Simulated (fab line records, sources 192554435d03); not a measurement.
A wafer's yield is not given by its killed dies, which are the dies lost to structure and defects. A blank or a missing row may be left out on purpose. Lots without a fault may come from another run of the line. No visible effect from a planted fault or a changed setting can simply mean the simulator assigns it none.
fab line records	flow n5_finfet
record: lots: 24	wafers: 72	last_day: 21
route steps=1938 shown BEOL_M12@1647 BEOL_M13@1659
lots that met no fault: taken from a fault-free run of the same line
start_h: start of the lot's first displayed wafer, in hours after the record's first day	wait_h: hours elapsed since this lot's preceding step	" repeats the value in the row above	L1.1+2: a single row standing in for several wafers	- no value, or no start given	* or withheld: withheld	< > ~ a bound
route shown NAME@n: NAME is a module with steps in the file, n the number in the route of the first one	usual: the fault-free wafers' mean and standard deviation	same: alike in all rows	chamber/n: place in a boat	sites: readings site by site	_std_site: standard deviation of those values	_edge_site: inner sites' mean taken away from outer sites' mean	radius_mm: how far each site lies from the wafer's centre	mask NAME#n: copy n	behind: the tool/chamber that last shaped the wafer	hold: why the lot went on hold/how many hours it stayed there/how the hold came to an end	device: transistor that didn't switch, given as n, p or np	end of line: the same wafers' tests at the end of the route	for a step that has no rows: nothing shown but its recipe	killed: the dies lost at the first sort to structure and to defects; this is not the yield of the wafer	map: a wafer's dies, x killed, . not, _ none there
set.NAME: the setting that was run; set.NAME@STEP: the one run at that earlier step	model.NAME: the simulator's own value behind a step, which no gauge read
a sample of lots followed through the steps of the route, with each step as a table and each wafer as a row
services: when a tool's chamber went out of use (start_h, in hours from the record's first day, below 0 if earlier), for how many hours, and the reason
== steps ==
step: N5_BEOL_M12_PRE_CLEAN_42
recipe: gas: H2/He	time_s: 30	temp_c: 250
usual: heater_power_w: 337/34
lot.wafer	tool	chamber	start_h	wait_h	heater_power_w
L076.2	pvd_sputter-01	-	264.53	0.0	313
L076.4	"	-	"	"	356
L076.6	"	-	"	"	359
L077.3	pvd_sputter-02	-	269.36	0.0	298
L077.4	"	-	"	"	337
L077.6	"	-	"	"	303
L078.1	pvd_sputter-02	-	280.54	0.0	328
L078.2	"	-	"	"	342
L078.4	"	-	"	"	388
L075.2	pvd_sputter-02	-	281.18	0.0	305
L075.5	"	-	"	"	343
L075.6	"	-	"	"	377
L074.2	pvd_sputter-03	-	286.05	0.0	395
L074.3	"	-	"	"	339
L074.4	"	-	"	"	347
L079.1	pvd_sputter-01	-	287.86	0.0	283
L079.4	"	-	"	"	313
L079.6	"	-	"	"	321
L082.2	pvd_sputter-02	-	296.25	0.0	344
L082.3	"	-	"	"	330
L082.6	"	-	"	"	388
L080.1	pvd_sputter-02	-	297.49	0.0	306
L080.4	"	-	"	"	380
L080.6	"	-	"	"	379
L081.2	pvd_sputter-03	-	303.65	0.0	345
L081.4	"	-	"	"	363
L081.6	"	-	"	"	349
L084.1	pvd_sputter-01	-	318.29	0.0	273
L084.2	"	-	"	"	354
L084.5	"	-	"	"	280
L083.3	pvd_sputter-01	-	331.65	0.0	317
L083.5	"	-	"	"	302
L083.6	"	-	"	"	314
L085.2	pvd_sputter-02	-	345.69	0.0	321
L085.4	"	-	"	"	333
L085.5	"	-	"	"	300
L087.3	pvd_sputter-01	-	350.17	0.0	297
L087.4	"	-	"	"	287
L087.6	"	-	"	"	276
L086.1	pvd_sputter-02	-	350.96	0.0	338
L086.2	"	-	"	"	306
L086.4	"	-	"	"	389
L088.1	pvd_sputter-01	-	360.98	0.0	270
L088.3	"	-	"	"	349
L088.5	"	-	"	"	354
L090.1	pvd_sputter-01	-	370.90	0.0	356
L090.2	"	-	"	"	281
L090.4	"	-	"	"	304
L089.1	pvd_sputter-02	-	374.67	0.0	300
L089.4	"	-	"	"	321
L089.6	"	-	"	"	345
L091.2	pvd_sputter-03	-	403.10	0.0	390
L091.3	"	-	"	"	339
L091.5	"	-	"	"	361
L094.1	pvd_sputter-03	-	412.65	0.0	361
L094.2	"	-	"	"	398
L094.4	"	-	"	"	356
L092.1	pvd_sputter-03	-	418.50	0.0	362
L092.4	"	-	"	"	349
L092.5	"	-	"	"	355
L093.3	pvd_sputter-01	-	418.76	0.0	300
L093.4	"	-	"	"	314
L093.6	"	-	"	"	313
L096.1	pvd_sputter-02	-	427.01	0.0	303
L096.3	"	-	"	"	314
L096.5	"	-	"	"	319
L095.1	pvd_sputter-02	-	436.80	0.0	306
L095.3	"	-	"	"	319
L095.6	"	-	"	"	394
L097.1	pvd_sputter-01	-	456.95	0.0	362
L097.4	"	-	"	"	315
L097.5	"	-	"	"	364
step: N5_BEOL_M12_SPUTTER_43
recipe: material: TaN	target_thk_a: 150	temp_c: 50	bias_v: 168.6	power_w: 15000	chamber_pressure_pa: 0.12	time_s: 24.19
usual: throttle_valve_pct: 29.6/0.75
lot.wafer	tool	chamber	start_h	wait_h	throttle_valve_pct
L076.2	pvd_sputter-01	-	264.57	0.0	30.0
L076.4	"	-	"	"	29.0
L076.6	"	-	"	"	29.0
L077.3	pvd_sputter-02	-	269.40	0.0	30.0
L077.4	"	-	"	"	29.0
L077.6	"	-	"	"	30.0
L078.1	pvd_sputter-02	-	280.58	0.0	27.8
L078.2	"	-	"	"	29.0
L078.4	"	-	"	"	30.1
L075.2	pvd_sputter-02	-	281.22	0.0	30.0
L075.5	"	-	"	"	28.9
L075.6	"	-	"	"	30.3
L074.2	pvd_sputter-03	-	286.09	0.0	30.9
L074.3	"	-	"	"	30.1
L074.4	"	-	"	"	29.0
L079.1	pvd_sputter-01	-	287.90	0.0	29.8
L079.4	"	-	"	"	29.8
L079.6	"	-	"	"	30.1
L082.2	pvd_sputter-02	-	296.29	0.0	29.2
L082.3	"	-	"	"	27.5
L082.6	"	-	"	"	30.4
L080.1	pvd_sputter-02	-	297.53	0.0	30.0
L080.4	"	-	"	"	30.3
L080.6	"	-	"	"	30.1
L081.2	pvd_sputter-03	-	303.69	0.0	30.2
L081.4	"	-	"	"	30.1
L081.6	"	-	"	"	30.2
L084.1	pvd_sputter-01	-	318.33	0.0	29.8
L084.2	"	-	"	"	29.0
L084.5	"	-	"	"	29.9
L083.3	pvd_sputter-01	-	331.69	0.0	29.9
L083.5	"	-	"	"	29.7
L083.6	"	-	"	"	30.1
L085.2	pvd_sputter-02	-	345.73	0.0	27.7
L085.4	"	-	"	"	29.0
L085.5	"	-	"	"	29.9
L087.3	pvd_sputter-01	-	350.21	0.0	29.9
L087.4	"	-	"	"	29.9
L087.6	"	-	"	"	29.8
L086.1	pvd_sputter-02	-	351.00	0.0	28.9
L086.2	"	-	"	"	29.9
L086.4	"	-	"	"	30.3
L088.1	pvd_sputter-01	-	361.02	0.0	29.7
L088.3	"	-	"	"	29.0
L088.5	"	-	"	"	29.1
L090.1	pvd_sputter-01	-	370.94	0.0	29.1
L090.2	"	-	"	"	29.7
L090.4	"	-	"	"	29.9
L089.1	pvd_sputter-02	-	374.71	0.0	29.8
L089.4	"	-	"	"	27.9
L089.6	"	-	"	"	29.2
L091.2	pvd_sputter-03	-	403.14	0.0	30.4
L091.3	"	-	"	"	30.5
L091.5	"	-	"	"	30.2
L094.1	pvd_sputter-03	-	412.69	0.0	30.3
L094.2	"	-	"	"	30.7
L094.4	"	-	"	"	29.1
L092.1	pvd_sputter-03	-	418.54	0.0	30.3
L092.4	"	-	"	"	30.2
L092.5	"	-	"	"	29.3
L093.3	pvd_sputter-01	-	418.80	0.0	29.8
L093.4	"	-	"	"	29.8
L093.6	"	-	"	"	29.9
L096.1	pvd_sputter-02	-	427.05	0.0	30.0
L096.3	"	-	"	"	27.9
L096.5	"	-	"	"	27.7
L095.1	pvd_sputter-02	-	436.84	0.0	30.1
L095.3	"	-	"	"	27.5
L095.6	"	-	"	"	30.1
L097.1	pvd_sputter-01	-	456.99	0.0	28.9
L097.4	"	-	"	"	30.2
L097.5	"	-	"	"	29.0
step: N5_BEOL_M12_SPUTTER_44
recipe: material: Ta	target_thk_a: 100	temp_c: 50	bias_v: 80	power_w: 15000	chamber_pressure_pa: 0.07	time_s: 16.13
usual: throttle_valve_pct: 29.6/0.75
lot.wafer	tool	chamber	start_h	wait_h	throttle_valve_pct
L076.2	pvd_sputter-01	-	264.65	0.0	29.9
L076.4	"	-	"	"	28.8
L076.6	"	-	"	"	29.3
L077.3	pvd_sputter-02	-	269.48	0.0	29.8
L077.4	"	-	"	"	29.1
L077.6	"	-	"	"	30.2
L078.1	pvd_sputter-02	-	280.66	0.0	27.8
L078.2	"	-	"	"	29.0
L078.4	"	-	"	"	30.3
L075.2	pvd_sputter-02	-	281.30	0.0	30.1
L075.5	"	-	"	"	29.2
L075.6	"	-	"	"	29.9
L074.2	pvd_sputter-03	-	286.17	0.0	30.6
L074.3	"	-	"	"	30.2
L074.4	"	-	"	"	29.2
L079.1	pvd_sputter-01	-	287.98	0.0	30.0
L079.4	"	-	"	"	29.8
L079.6	"	-	"	"	29.9
L082.2	pvd_sputter-02	-	296.37	0.0	29.1
L082.3	"	-	"	"	27.7
L082.6	"	-	"	"	30.2
L080.1	pvd_sputter-02	-	297.61	0.0	30.0
L080.4	"	-	"	"	30.0
L080.6	"	-	"	"	30.3
L081.2	pvd_sputter-03	-	303.77	0.0	30.2
L081.4	"	-	"	"	30.2
L081.6	"	-	"	"	30.4
L084.1	pvd_sputter-01	-	318.41	0.0	29.9
L084.2	"	-	"	"	28.9
L084.5	"	-	"	"	29.7
L083.3	pvd_sputter-01	-	331.77	0.0	29.7
L083.5	"	-	"	"	30.1
L083.6	"	-	"	"	30.0
L085.2	pvd_sputter-02	-	345.81	0.0	27.9
L085.4	"	-	"	"	29.4
L085.5	"	-	"	"	29.9
L087.3	pvd_sputter-01	-	350.29	0.0	29.8
L087.4	"	-	"	"	30.0
L087.6	"	-	"	"	29.9
L086.1	pvd_sputter-02	-	351.08	0.0	29.1
L086.2	"	-	"	"	30.0
L086.4	"	-	"	"	30.3
L088.1	pvd_sputter-01	-	361.10	0.0	29.8
L088.3	"	-	"	"	29.1
L088.5	"	-	"	"	29.0
L090.1	pvd_sputter-01	-	371.02	0.0	28.7
L090.2	"	-	"	"	29.8
L090.4	"	-	"	"	30.2
L089.1	pvd_sputter-02	-	374.79	0.0	30.1
L089.4	"	-	"	"	27.6
L089.6	"	-	"	"	28.8
L091.2	pvd_sputter-03	-	403.22	0.0	30.6
L091.3	"	-	"	"	30.4
L091.5	"	-	"	"	30.3
L094.1	pvd_sputter-03	-	412.77	0.0	30.2
L094.2	"	-	"	"	30.6
L094.4	"	-	"	"	29.1
L092.1	pvd_sputter-03	-	418.62	0.0	30.1
L092.4	"	-	"	"	30.1
L092.5	"	-	"	"	29.1
L093.3	pvd_sputter-01	-	418.88	0.0	29.5
L093.4	"	-	"	"	29.9
L093.6	"	-	"	"	30.0
L096.1	pvd_sputter-02	-	427.13	0.0	30.1
L096.3	"	-	"	"	27.9
L096.5	"	-	"	"	27.5
L095.1	pvd_sputter-02	-	436.92	0.0	30.0
L095.3	"	-	"	"	28.1
L095.6	"	-	"	"	30.0
L097.1	pvd_sputter-01	-	457.07	0.0	29.0
L097.4	"	-	"	"	29.8
L097.5	"	-	"	"	29.2
step: N5_BEOL_M13_ILD_DEP_00
recipe: material: SiOC	target_thk_a: 8379.2	temp_c: 350	precursor: DEMS/O2	pressure_torr: 5	rf_w: 500	time_s: 166.4
usual: heater_power_w: 489/78	showerhead_plenum_p_Torr: 5.693/0.013	throttle_valve_pct: 11.9/0.47
lot.wafer	tool	chamber	start_h	wait_h	heater_power_w	showerhead_plenum_p_Torr	throttle_valve_pct
L076.2	pecvd-01	2	265.80	0.0	543	5.683	10.9
L076.4	"	1	"	"	425	5.712	12.1
L076.6	"	0	"	"	592	5.681	12.6
L077.3	pecvd-04	1	270.64	0.0	406	5.690	12.0
L077.4	"	0	"	"	651	5.668	12.1
L077.6	"	2	"	"	455	5.688	11.7
L078.1	pecvd-04	1	281.78	0.0	377	5.695	12.1
L078.2	"	0	"	"	656	5.685	12.2
L078.4	"	2	"	"	551	5.711	11.3
L075.2	pecvd-04	2	282.47	0.0	529	5.718	11.6
L075.5	"	1	"	"	325	5.690	12.0
L075.6	"	2	"	"	438	5.694	11.8
L074.2	pecvd-02	2	287.34	0.0	424	5.705	11.4
L074.3	"	0	"	"	471	5.694	12.4
L074.4	"	2	"	"	445	5.700	11.5
L079.1	pecvd-04	1	289.14	0.0	329	5.685	11.8
L079.4	"	1	"	"	360	5.685	12.0
L079.6	"	2	"	"	534	5.711	11.9
L082.2	pecvd-02	0	297.49	0.0	461	5.691	12.3
L082.3	"	2	"	"	447	5.701	11.6
L082.6	"	2	"	"	354	5.687	11.7
L080.1	pecvd-01	2	298.73	0.0	573	5.689	10.9
L080.4	"	0	"	"	577	5.681	12.8
L080.6	"	2	"	"	455	5.687	11.3
L081.2	pecvd-04	0	304.97	0.0	638	5.680	12.0
L081.4	"	2	"	"	501	5.702	12.0
L081.6	"	0	"	"	534	5.692	12.1
L084.1	pecvd-01	1	319.53	0.0	508	5.720	12.0
L084.2	"	0	"	"	598	5.673	12.6
L084.5	"	2	"	"	527	5.691	11.0
L083.3	pecvd-02	0	332.89	0.0	432	5.701	12.7
L083.5	"	0	"	"	457	5.677	12.5
L083.6	"	2	"	"	431	5.692	11.6
L085.2	pecvd-02	1	347.10	0.0	552	5.690	11.6
L085.4	"	1	"	"	564	5.694	11.5
L085.5	"	2	"	"	459	5.699	11.6
L087.3	pecvd-02	2	351.41	0.0	435	5.704	11.6
L087.4	"	1	"	"	450	5.683	11.5
L087.6	"	0	"	"	378	5.686	12.5
L086.1	pecvd-02	2	352.20	0.0	400	5.693	11.8
L086.2	"	1	"	"	513	5.694	11.5
L086.4	"	0	"	"	397	5.715	12.4
L088.1	pecvd-02	1	362.22	0.0	548	5.693	11.5
L088.3	"	0	"	"	464	5.701	12.4
L088.5	"	2	"	"	407	5.698	11.7
L090.1	pecvd-04	0	372.24	0.0	623	5.676	12.1
L090.2	"	2	"	"	468	5.709	11.8
L090.4	"	1	"	"	398	5.683	12.1
L089.1	pecvd-04	1	375.91	0.0	406	5.690	12.0
L089.4	"	2	"	"	520	5.685	12.1
L089.6	"	1	"	"	321	5.681	12.0
L091.2	pecvd-01	2	404.55	0.0	571	5.705	11.0
L091.3	"	0	"	"	598	5.672	12.5
L091.5	"	0	"	"	493	5.686	12.7
L094.1	pecvd-01	2	413.92	0.0	559	5.697	11.1
L094.2	"	0	"	"	539	5.674	12.6
L094.4	"	2	"	"	564	5.678	11.0
L092.1	pecvd-04	2	420.10	0.0	490	5.698	11.8
L092.4	"	0	"	"	593	5.686	12.1
L092.5	"	2	"	"	526	5.692	11.9
L093.3	pecvd-04	1	420.29	0.0	366	5.698	12.2
L093.4	"	1	"	"	397	5.681	11.9
L093.6	"	0	"	"	513	5.694	12.2
L096.1	pecvd-02	0	428.25	0.0	479	5.701	12.3
L096.3	"	1	"	"	528	5.685	11.3
L096.5	"	0	"	"	482	5.712	12.6
L095.1	pecvd-04	2	438.31	0.0	516	5.703	11.7
L095.3	"	1	"	"	400	5.684	12.2
L095.6	"	1	"	"	412	5.695	12.2
L097.1	pecvd-02	2	458.53	0.0	434	5.692	11.8
L097.4	"	0	"	"	476	5.700	12.5
L097.5	"	2	"	"	365	5.718	11.7
step: N5_BEOL_M13_INSPECT_12
recipe: mode: adi	inspect_instrument: macro
usual: raw_defect_count: 2.1/1.3
lot.wafer	tool	chamber	start_h	wait_h	raw_defect_count
L076.2	defect_inspect-01	-	266.43	0.0	2
L076.4	"	-	"	"	1
L076.6	"	-	"	"	5
L077.3	defect_inspect-01	-	271.15	0.0	2
L077.4	"	-	"	"	3
L077.6	"	-	"	"	1
L078.1	defect_inspect-02	-	282.42	0.0	4
L078.2	"	-	"	"	1
L078.4	"	-	"	"	2
L075.2	defect_inspect-01	-	282.98	0.0	4
L075.5	"	-	"	"	3
L075.6	"	-	"	"	1
L074.2	defect_inspect-02	-	287.84	0.0	4
L074.3	"	-	"	"	3
L074.4	"	-	"	"	3
L079.1	defect_inspect-01	-	289.65	0.0	3
L079.4	"	-	"	"	4
L079.6	"	-	"	"	1
L082.2	defect_inspect-01	-	298.00	0.0	0
L082.3	"	-	"	"	0
L082.6	"	-	"	"	3
L080.1	defect_inspect-01	-	299.24	0.0	2
L080.4	"	-	"	"	1
L080.6	"	-	"	"	3
L081.2	defect_inspect-02	-	305.48	0.0	2
L081.4	"	-	"	"	0
L081.6	"	-	"	"	2
L084.1	defect_inspect-01	-	320.16	0.0	2
L084.2	"	-	"	"	2
L084.5	"	-	"	"	1
L083.3	defect_inspect-01	-	333.52	0.0	0
L083.5	"	-	"	"	2
L083.6	"	-	"	"	2
L085.2	defect_inspect-01	-	347.74	0.0	2
L085.4	"	-	"	"	0
L085.5	"	-	"	"	1
L087.3	defect_inspect-01	-	351.95	0.0	1
L087.4	"	-	"	"	0
L087.6	"	-	"	"	1
L086.1	defect_inspect-02	-	352.71	0.0	1
L086.2	"	-	"	"	1
L086.4	"	-	"	"	3
L088.1	defect_inspect-01	-	362.85	0.0	2
L088.3	"	-	"	"	3
L088.5	"	-	"	"	4
L090.1	defect_inspect-01	-	372.74	0.0	1
L090.2	"	-	"	"	3
L090.4	"	-	"	"	3
L089.1	defect_inspect-01	-	376.42	0.0	2
L089.4	"	-	"	"	0
L089.6	"	-	"	"	1
L091.2	defect_inspect-02	-	405.11	0.0	5
L091.3	"	-	"	"	1
L091.5	"	-	"	"	1
L094.1	defect_inspect-01	-	414.43	0.0	1
L094.2	"	-	"	"	4
L094.4	"	-	"	"	3
L092.1	defect_inspect-02	-	420.73	0.0	3
L092.4	"	-	"	"	3
L092.5	"	-	"	"	0
L093.3	defect_inspect-02	-	420.80	0.0	2
L093.4	"	-	"	"	1
L093.6	"	-	"	"	5
L096.1	defect_inspect-02	-	428.89	0.0	2
L096.3	"	-	"	"	0
L096.5	"	-	"	"	3
L095.1	defect_inspect-02	-	438.94	0.0	3
L095.3	"	-	"	"	4
L095.6	"	-	"	"	3
L097.1	defect_inspect-01	-	459.04	0.0	1
L097.4	"	-	"	"	2
L097.5	"	-	"	"	2
step: N5_BEOL_M13_OVL_MEAS_29
recipe: points_per_wafer: 44
usual: M13_OVL: -1/4.8
lot.wafer	tool	chamber	start_h	wait_h	M13_OVL[nm]
L076.2	overlay-01	0	267.36	0.0	-1
L076.4	"	0	"	"	4
L076.6	"	0	"	"	6
L077.3	overlay-01	0	272.11	0.0	-6
L077.4	"	0	"	"	2
L077.6	"	0	"	"	3
L078.1	overlay-01	0	283.34	0.0	3
L078.2	"	0	"	"	-4
L078.4	"	0	"	"	-6
L075.2	overlay-01	0	284.02	0.0	1
L075.5	"	0	"	"	-4
L075.6	"	0	"	"	-1
L074.2	overlay-01	0	288.76	0.0	-2
L074.3	"	0	"	"	8
L074.4	"	0	"	"	-2
L079.1	overlay-01	0	290.58	0.0	-5
L079.4	"	0	"	"	2
L079.6	"	0	"	"	-3
L082.2	overlay-01	0	299.18	0.0	-11
L082.3	"	0	"	"	0
L082.6	"	0	"	"	-6
L080.1	overlay-01	0	300.26	0.0	0
L080.4	"	0	"	"	5
L080.6	"	0	"	"	4
L081.2	overlay-01	0	306.53	0.0	-1
L081.4	"	0	"	"	-7
L081.6	"	0	"	"	-1
L084.1	overlay-02	0	321.14	0.0	-5
L084.2	"	0	"	"	3
L084.5	"	0	"	"	-12
L083.3	overlay-01	0	334.57	0.0	0
L083.5	"	0	"	"	-5
L083.6	"	0	"	"	4
L085.2	overlay-01	0	348.66	0.0	-2
L085.4	"	0	"	"	-3
L085.5	"	0	"	"	1
L087.3	overlay-02	0	352.99	0.0	-3
L087.4	"	0	"	"	-2
L087.6	"	0	"	"	-1
L086.1	overlay-02	0	353.75	0.0	-2
L086.2	"	0	"	"	-1
L086.4	"	0	"	"	6
L088.1	overlay-02	0	363.77	0.0	-2
L088.3	"	0	"	"	4
L088.5	"	0	"	"	-3
L090.1	overlay-01	0	373.67	0.0	-1
L090.2	"	0	"	"	6
L090.4	"	0	"	"	7
L089.1	overlay-02	0	377.47	0.0	5
L089.4	"	0	"	"	5
L089.6	"	0	"	"	5
L091.2	overlay-02	0	406.16	0.0	-5
L091.3	"	0	"	"	2
L091.5	"	0	"	"	-1
L094.1	overlay-01	0	415.35	0.0	8
L094.2	"	0	"	"	0
L094.4	"	0	"	"	-4
L092.1	overlay-01	0	421.66	0.0	-5
L092.4	"	0	"	"	-11
L092.5	"	0	"	"	0
L093.3	overlay-01	0	421.72	0.0	-3
L093.4	"	0	"	"	-10
L093.6	"	0	"	"	-9
L096.1	overlay-02	0	429.81	0.0	-2
L096.3	"	0	"	"	-9
L096.5	"	0	"	"	-3
L095.1	overlay-01	0	439.99	0.0	-2
L095.3	"	0	"	"	3
L095.6	"	0	"	"	1
L097.1	overlay-01	0	460.08	0.0	-2
L097.4	"	0	"	"	0
L097.5	"	0	"	"	-4
== services ==
tool	chamber	start_h	hours	kind
pecvd-02	1	276.46	5.5	scheduled_down
pvd_sputter-01	-	292.47	20.0	repair
pecvd-04	2	309.68	5.5	scheduled_down
pvd_sputter-03	-	330.45	9.5	repair
pvd_sputter-01	-	332.53	0.6	repair
pecvd-01	-	341.21	14.6	pm
pvd_sputter-02	-	364.81	6.2	repair
pecvd-01	1	383.62	-	clean
pecvd-01	1	383.62	-	consumable_replace:showerhead
pecvd-01	1	383.62	29.0	scheduled_down
pecvd-01	1	383.62	29.0	vent_cycle
pecvd-04	1	412.76	2.1	scheduled_down
pvd_sputter-01	-	413.50	4.3	repair
pecvd-02	2	418.05	5.5	scheduled_down
pvd_sputter-01	-	421.80	2.5	repair
pecvd-01	0	427.29	5.5	scheduled_down
pecvd-01	0	449.75	2.1	scheduled_down
pecvd-04	0	457.24	7.5	repair
== key ==
fault none
